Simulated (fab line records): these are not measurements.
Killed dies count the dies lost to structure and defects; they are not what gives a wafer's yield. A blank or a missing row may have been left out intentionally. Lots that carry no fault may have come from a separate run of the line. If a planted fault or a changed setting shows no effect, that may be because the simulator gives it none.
Which tool is to blame?	flow n5-finfet	33 wafers from 11 lots sampled at 5 of the route's 1938 steps

## WHAT THE GAUGES SHOWED, per wafer
N5_BEOL_M11_THK_MEAS_53: measures by xrf. Usual: M11_THK 142.3 nm, standard deviation 2.4.
lot	measured	on	M11_THK (nm)	flag
L150	day 10 16:58	film-metro-01	144.5 147.5 145.3	
L152	day 11 12:03	film-metro-01	143.6 141.9 144.2	
L158	day 12 13:31	film-metro-02	148.3 144.9 143.9	
L157	day 12 16:37	film-metro-02	146.1 143.9 141.9	
L161	day 13 09:43	film-metro-01	141.3 139.7 137.1	
L162	day 13 17:25	film-metro-02	141.6 142.2 140.8	
L164	day 14 01:58	film-metro-02	140.4 138.9 143.4	
L169	day 15 05:41	film-metro-02	142.3 142.7 142.2	
L170	day 15 23:55	film-metro-02	142.6 140.0 140.9	
L172	day 16 10:32	film-metro-01	141.8 143.3 143.1	
L173	day 16 15:17	film-metro-02	146.1 141.7 145.6	

N5_BEOL_M12_THK_MEAS_01. Usual: M12_ILD_THK 658 nm, standard deviation 8.5.
lot	measured	on	M12_ILD_THK (nm)	flag
L150	day 10 17:17	film-metro-01	659 656 666	
L152	day 11 12:22	film-metro-02	648 659 673	
L158	day 12 13:50	film-metro-01	651 658 654	
L157	day 12 16:56	film-metro-02	646 652 652	
L161	day 13 10:01	film-metro-01	650 653 657	
L162	day 13 17:44	film-metro-01	649 664 658	
L164	day 14 02:17	film-metro-02	646 651 649	
L169	day 15 06:00	film-metro-01	652 661 659	
L170	day 16 00:14	film-metro-02	651 648 670	
L172	day 16 10:52	film-metro-01	654 651 673	
L173	day 16 15:37	film-metro-01	646 664 663	

## EACH LOT AND THE TOOL THAT RAN IT (in order: tool; ch and the chambers of the sampled wafers; start)
lot	N5_BEOL_M11_STRIP_19	N5_BEOL_M11_ECD_50	N5_BEOL_M11_CMP_52
L150	rie-diel-02 ch 2,3, day 10 13:02	ecd-cu-01 ch 0,1, day 10 15:43	cmp-03 ch 0,2,3, day 10 16:43
L152	rie-diel-02 ch 2,3, day 11 03:23	ecd-cu-01 ch 0,1, day 11 11:08	cmp-03 ch 0,1,3, day 11 11:52
L158	rie-diel-03 ch 0,3, day 12 08:02	ecd-cu-01 ch 0,1, day 12 12:22	cmp-03 ch 0,2, day 12 13:16
L157	rie-diel-03 ch 1,2,3, day 12 11:55	ecd-cu-02 ch 0,1, day 12 15:49	cmp-04 ch 0,1,2, day 12 16:24
L161	rie-diel-03 ch 0,1,3, day 13 05:52	ecd-cu-02 ch 0,1, day 13 09:02	cmp-03 ch 1,2, day 13 09:27
L162	rie-diel-03 ch 1,2,3, day 13 13:01	ecd-cu-02 ch 0,1, day 13 16:22	cmp-04 ch 1,2,3, day 13 17:12
L164	rie-diel-02 ch 0,3, day 13 20:53	ecd-cu-02 ch 0,1, day 14 01:02	cmp-04 ch 0,2,3, day 14 01:44
L169	rie-diel-02 ch 0,3, day 15 01:39	ecd-cu-01 ch 0,1, day 15 04:44	cmp-03 ch 2,3, day 15 05:23
L170	rie-diel-03 ch 0,3, day 15 20:29	ecd-cu-01 ch 0,1, day 15 23:13	cmp-04 ch 0,1,3, day 15 23:38
L172	rie-diel-02 ch 0,3, day 16 04:14	ecd-cu-01 ch 0,1, day 16 09:50	cmp-03 ch 1,3, day 16 10:16
L173	rie-diel-03 ch 0,1, day 16 10:35	ecd-cu-01 ch 0,1, day 16 14:37	cmp-02 ch 0,1,2, day 16 15:00
- N5_BEOL_M11_STRIP_19: strips in O2.
- N5_BEOL_M11_ECD_50: material Cu, target thk 318 nm.
- N5_BEOL_M11_CMP_52: polishes, stops on SiCOH lowk, t overpolish 7 s, target thk 140 nm.

## AS READ BY THE TOOLS THEMSELVES (means over the sampled wafers that have a number; for cases with no such wafer, the mark the record gives instead)
N5_BEOL_M11_STRIP_19. Usual: drypump-motor-current-A 5.7 A, standard deviation 0.56; oes-product-au 0.81 a.u., standard deviation 0.077; rf-vpp-V 3.6 V, standard deviation 0.64; showerhead-plenum-p-Torr 2.12 Torr, standard deviation 0.062; temp-c 40.01 C, standard deviation 0.1; throttle-valve-pct 16.56 %, standard deviation 0.18.
lot	tool	drypump-motor-current-A (A)	oes-product-au (a.u.)	rf-vpp-V (V)	showerhead-plenum-p-Torr (Torr)	temp-c (C)	throttle-valve-pct (%)	flag
L150	rie-diel-02	5.0	0.76	4.0	2.07	40.14	16.76	
L152	rie-diel-02	5.0	0.72	3.6	2.10	40.00	16.83	
L158	rie-diel-03	5.6	0.87	3.5	2.08	39.92	16.32	
L157	rie-diel-03	6.2	0.80	4.1	2.16	40.03	16.62	
L161	rie-diel-03	6.0	0.81	3.9	2.11	39.97	16.54	
L162	rie-diel-03	6.2	0.79	3.3	2.16	40.04	16.64	
L164	rie-diel-02	5.7	0.79	3.3	2.16	39.87	16.41	
L169	rie-diel-02	5.3	0.86	3.5	2.14	40.00	16.46	
L170	rie-diel-03	5.7	0.85	3.5	2.07	39.95	16.36	
L172	rie-diel-02	5.3	0.84	4.2	2.14	40.09	16.48	
L173	rie-diel-03	6.3	0.91	4.1	2.11	39.95	16.33	

N5_BEOL_M11_CMP_52. Usual: motor-current-A 6.4 A, standard deviation 0.59; pad-life-wafers 976, standard deviation 600; slurry-flow-ml-min 150.0, standard deviation 0.48; time-to-endpoint-s 65.7 s, standard deviation 2.6.
lot	tool	motor-current-A (A)	pad-life-wafers	slurry-flow-ml-min	time-to-endpoint-s (s)	flag
L150	cmp-03	6.5	128	150.0	63.4	
L152	cmp-03	6.3	297	150.1	66.9	
L158	cmp-03	6.8	572	149.8	65.4	
L157	cmp-04	6.6	1832	150.2	65.4	
L161	cmp-03	6.5	733	149.9	63.0	
L162	cmp-04	6.9	2042	149.9	44.3	OFF
L164	cmp-04	6.3	2	150.1	55.7	OFF
L169	cmp-03	6.4	1200	149.5	63.0	
L170	cmp-04	6.2	428	149.4	65.9	
L172	cmp-03	6.4	1442	150.2	63.9	
L173	cmp-02	5.7	1825	150.1	67.2	

## THE ANSWER, worked out from the rows above alone
Rule: a lot is off if the mean of its wafers that have a number lies more than 3 standard deviations from the usual mean. A lot without any number at a reading at which 4 lots or more have one is off too. The other lots that the step has rows for count as sound. First the gauges in route order, then the tools' own readings, where a lot's mean is used as printed above. The first step at which some lot is off is used, and at that step the reading that is off furthest; a lot without a number counts as furthest.
Off, at N5_BEOL_M11_CMP_52 on time-to-endpoint-s: L162, L164.
A tool fits if, at that step or a process step before it, it ran every lot that is off, and no sound lot after the first of them. One fits: ecd-cu-02 at N5_BEOL_M11_ECD_50. Its last sound lot is L161 (day 13 09:02), its first lot that is off L162 (day 13 16:22): a fault that began between those two fits.

## WHAT HAD BEEN PUT IN BY THE SIMULATOR
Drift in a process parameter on ecd-cu-02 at N5_BEOL_M11_ECD_50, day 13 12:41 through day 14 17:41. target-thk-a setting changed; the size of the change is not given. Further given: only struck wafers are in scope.
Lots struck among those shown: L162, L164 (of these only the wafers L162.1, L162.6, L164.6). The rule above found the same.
